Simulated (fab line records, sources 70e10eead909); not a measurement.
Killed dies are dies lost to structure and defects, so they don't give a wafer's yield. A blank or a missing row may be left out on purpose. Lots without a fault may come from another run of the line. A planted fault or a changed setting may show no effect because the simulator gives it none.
Which tool did it? | flow nand_harc | 13 lots, 39 wafers sampled, at 6 steps of a route of 1302

WHAT THE GAUGES READ, wafer by wafer
NHARC_P_GATE_CD_MEAS_33. Usual: cd_nm 119.8 nm, standard deviation 2.1.
lot  | measured     | on        | cd_nm (nm)        | flag
L272 | day 5 13:23  | cd_sem-03 | 116.5 117.8 118.4 |
L273 | day 5 21:28  | cd_sem-03 | 120.4 123.0 118.1 |
L275 | day 6 17:14  | cd_sem-02 | 118.0 121.4 122.3 |
L277 | day 7 12:24  | cd_sem-02 | 121.6 120.6 120.5 |
L276 | day 7 12:38  | cd_sem-03 | 121.6 114.9 118.8 |
L279 | day 9 02:19  | cd_sem-03 | 118.2 119.9 119.2 |
L280 | day 9 12:45  | cd_sem-03 | 121.4 117.7 121.3 |
L284 | day 10 08:35 | cd_sem-01 | 120.2 118.1 120.2 |
L290 | day 12 23:22 | cd_sem-02 | 121.6 123.8 120.6 |
L291 | day 13 06:36 | cd_sem-01 | 118.2 117.4 120.1 |
L292 | day 13 18:07 | cd_sem-01 | 119.7 118.4 118.7 |
L293 | day 14 13:14 | cd_sem-01 | 115.9 117.0 116.8 |
L294 | day 14 16:41 | cd_sem-03 | 119.3 119.7 122.1 |

NHARC_P_GATE_INSPECT_68. Usual: raw_defect_count 187, standard deviation 73.
lot  | measured     | on                | raw_defect_count | flag
L272 | day 6 06:52  | defect_inspect-02 | 226 248 286      |
L273 | day 6 14:47  | defect_inspect-01 | 160 130 158      |
L275 | day 7 10:55  | defect_inspect-02 | 174 225 217      |
L277 | day 8 06:02  | defect_inspect-01 | 213 100 124      |
L276 | day 8 06:49  | defect_inspect-02 | 572 224 187      |
L279 | day 9 19:50  | defect_inspect-01 | 225 201 238      |
L280 | day 10 05:55 | defect_inspect-01 | 1294 1372 1252   | OFF
L284 | day 11 01:56 | defect_inspect-01 | 1187 1099 1128   | OFF
L290 | day 13 16:49 | defect_inspect-02 | 119 183 161      |
L291 | day 14 00:20 | defect_inspect-02 | 411 148 210      |
L292 | day 14 11:30 | defect_inspect-02 | 145 221 133      |
L293 | day 15 06:39 | defect_inspect-02 | 375 220 190      |
L294 | day 15 12:29 | defect_inspect-02 | 85 173 140       |

NHARC_END_SORT_01. Usual: killed_at_array 59, standard deviation 16; killed_at_other 0.8, standard deviation 1.1; killed_at_periphery 3.6, standard deviation 2.4; killed_dies 64, standard deviation 16; killed_open 3.4, standard deviation 1.8; killed_short 2.5, standard deviation 1.6.
lot  | measured     | on        | killed_at_array | killed_at_other | killed_at_periphery | killed_dies | killed_open | killed_short | flag
L280 | day 29 18:06 | prober-02 | 63 59 50        | 1 3 0           | 79 63 87            | 143 125 137 | 3 2 1       | 1 1 0        | OFF
L284 | day 29 10:20 | prober-02 | 37 46 50        | 0 1 0           | 77 90 67            | 114 137 117 | 2 3 5       | 3 3 4        | OFF

WHICH TOOL RAN EACH LOT (tool, then ch and the chambers of the sampled wafers, then the start)
lot  | NHARC_P_GATE_STRIP_108             | NHARC_P_GATE_DEGAS_109       | NHARC_P_GATE_SPUTTER_78
L272 | rie_diel-07 ch 0,1, day 5 13:12    | pvd_sputter-02, day 6 05:55  | pvd_sputter-02, day 6 06:00
L273 | rie_diel-04 ch 2,3, day 5 21:17    | pvd_sputter-03, day 6 13:51  | pvd_sputter-03, day 6 13:57
L275 | rie_diel-07 ch 0,2,3, day 6 17:04  | pvd_sputter-01, day 7 09:47  | pvd_sputter-01, day 7 09:53
L277 | rie_diel-04 ch 1,3, day 7 12:14    | pvd_sputter-02, day 8 05:04  | pvd_sputter-02, day 8 05:10
L276 | rie_diel-12 ch 2,3, day 7 12:28    | pvd_sputter-03, day 8 05:52  | pvd_sputter-03, day 8 05:58
L279 | rie_diel-07 ch 1,3, day 9 02:08    | pvd_sputter-03, day 9 18:52  | pvd_sputter-03, day 9 18:58
L280 | rie_diel-04 ch 0,2,3, day 9 12:33  | pvd_sputter-03, day 10 04:56 | pvd_sputter-03, day 10 05:04
L284 | rie_diel-04 ch 0,2, day 10 08:25   | pvd_sputter-03, day 11 00:59 | pvd_sputter-03, day 11 01:05
L290 | rie_diel-04 ch 0,2,3, day 12 23:11 | pvd_sputter-01, day 13 15:52 | pvd_sputter-01, day 13 15:58
L291 | rie_diel-04 ch 1,2,3, day 13 06:25 | pvd_sputter-02, day 13 23:23 | pvd_sputter-02, day 13 23:29
L292 | rie_diel-04 ch 0,2, day 13 17:56   | pvd_sputter-02, day 14 10:32 | pvd_sputter-02, day 14 10:39
L293 | rie_diel-12 ch 1,2, day 14 13:04   | pvd_sputter-01, day 15 05:42 | pvd_sputter-01, day 15 05:48
L294 | rie_diel-04 ch 2,3, day 14 16:29   | pvd_sputter-01, day 15 11:31 | pvd_sputter-01, day 15 11:38
- NHARC_P_GATE_STRIP_108: strips in O2.
- NHARC_P_GATE_DEGAS_109: time 60 s.
- NHARC_P_GATE_SPUTTER_78: material Ni, target thk 10 nm.

WHAT THE TOOLS THEMSELVES READ (means of the sampled wafers that have a number; where no wafer has one, the mark that the record gives instead)
NHARC_P_GATE_STRIP_108. Usual: drypump_motor_current_A 5.68 A, standard deviation 0.29; o2_flow_sccm 500.0 sccm, standard deviation 1.4; oes_product_au 0.999 a.u., standard deviation 0.011; rf_vpp_V 57.8 V, standard deviation 0.84; showerhead_plenum_p_Torr 3.55 Torr, standard deviation 0.14; throttle_valve_pct 17.036 %, standard deviation 0.0097.
lot  | tool        | drypump_motor_current_A (A) | o2_flow_sccm (sccm) | oes_product_au (a.u.) | rf_vpp_V (V) | showerhead_plenum_p_Torr (Torr) | throttle_valve_pct (%) | flag
L272 | rie_diel-07 | 5.57                        | 500.2               | 1.006                 | 57.6         | 3.42                            | 17.034                 |
L273 | rie_diel-04 | 5.62                        | 501.5               | 1.007                 | 58.2         | 3.55                            | 17.034                 |
L275 | rie_diel-07 | 5.75                        | 499.0               | 0.992                 | 57.5         | 3.42                            | 17.036                 |
L277 | rie_diel-04 | 5.65                        | 498.6               | 0.996                 | 57.5         | 3.60                            | 17.035                 |
L276 | rie_diel-12 | 5.57                        | 501.2               | 1.005                 | 57.3         | 3.39                            | 17.035                 |
L279 | rie_diel-07 | 5.69                        | 499.2               | 1.000                 | 56.6         | 3.40                            | 17.040                 |
L280 | rie_diel-04 | 5.76                        | 499.9               | 1.011                 | 58.6         | 3.62                            | 17.032                 |
L284 | rie_diel-04 | 5.62                        | 498.6               | 1.016                 | 57.5         | 3.66                            | 17.046                 |
L290 | rie_diel-04 | 5.76                        | 499.2               | 1.001                 | 58.3         | 3.62                            | 17.040                 |
L291 | rie_diel-04 | 5.59                        | 500.5               | 1.000                 | 58.5         | 3.59                            | 17.033                 |
L292 | rie_diel-04 | 5.88                        | 498.8               | 1.006                 | 57.9         | 3.69                            | 17.036                 |
L293 | rie_diel-12 | 5.78                        | 500.5               | 1.000                 | 58.0         | 3.34                            | 17.034                 |
L294 | rie_diel-04 | 5.50                        | 500.6               | 1.014                 | 57.1         | 3.58                            | 17.039                 |

NHARC_P_GATE_DEGAS_109. Usual: heater_power_w 484 W, standard deviation 48.
lot  | tool           | heater_power_w (W) | flag
L272 | pvd_sputter-02 | 496                |
L273 | pvd_sputter-03 | 438                |
L275 | pvd_sputter-01 | 509                |
L277 | pvd_sputter-02 | 530                |
L276 | pvd_sputter-03 | 435                |
L279 | pvd_sputter-03 | 464                |
L280 | pvd_sputter-03 | 441                |
L284 | pvd_sputter-03 | 441                |
L290 | pvd_sputter-01 | 478                |
L291 | pvd_sputter-02 | 496                |
L292 | pvd_sputter-02 | 503                |
L293 | pvd_sputter-01 | 480                |
L294 | pvd_sputter-01 | 470                |

THE ANSWER, worked out from the rows above alone
Rule: a lot is off if the mean of its wafers that have a number lies more than 3 standard deviations from the usual mean. A lot without any number at a reading at which 4 lots or more have one is off too. The other lots that the step has rows for count as sound. The gauges are gone through in route order, then the tools' own readings, and for those a lot's mean is taken as printed above. The first step at which some lot is off is used, and at that step the reading that is off furthest; a lot without a number counts as furthest.
Off: L280, L284, at NHARC_P_GATE_INSPECT_68 (raw_defect_count).
A tool fits if, at a process step before that reading, it ran every lot that is off, and no sound lot after the first of them. The gauges at NHARC_P_GATE_INSPECT_68 aren't tried: what is off there is off at NHARC_END_SORT_01 too, on other tools, and a gauge's error can't cause that. One fits: pvd_sputter-03 at NHARC_P_GATE_DEGAS_109 and NHARC_P_GATE_SPUTTER_78. At NHARC_P_GATE_DEGAS_109 its last sound lot is L279 (day 9 18:52), its first lot that is off L280 (day 10 04:56): a fault that began between those two fits.

WHAT THE SIMULATOR HAD PUT IN
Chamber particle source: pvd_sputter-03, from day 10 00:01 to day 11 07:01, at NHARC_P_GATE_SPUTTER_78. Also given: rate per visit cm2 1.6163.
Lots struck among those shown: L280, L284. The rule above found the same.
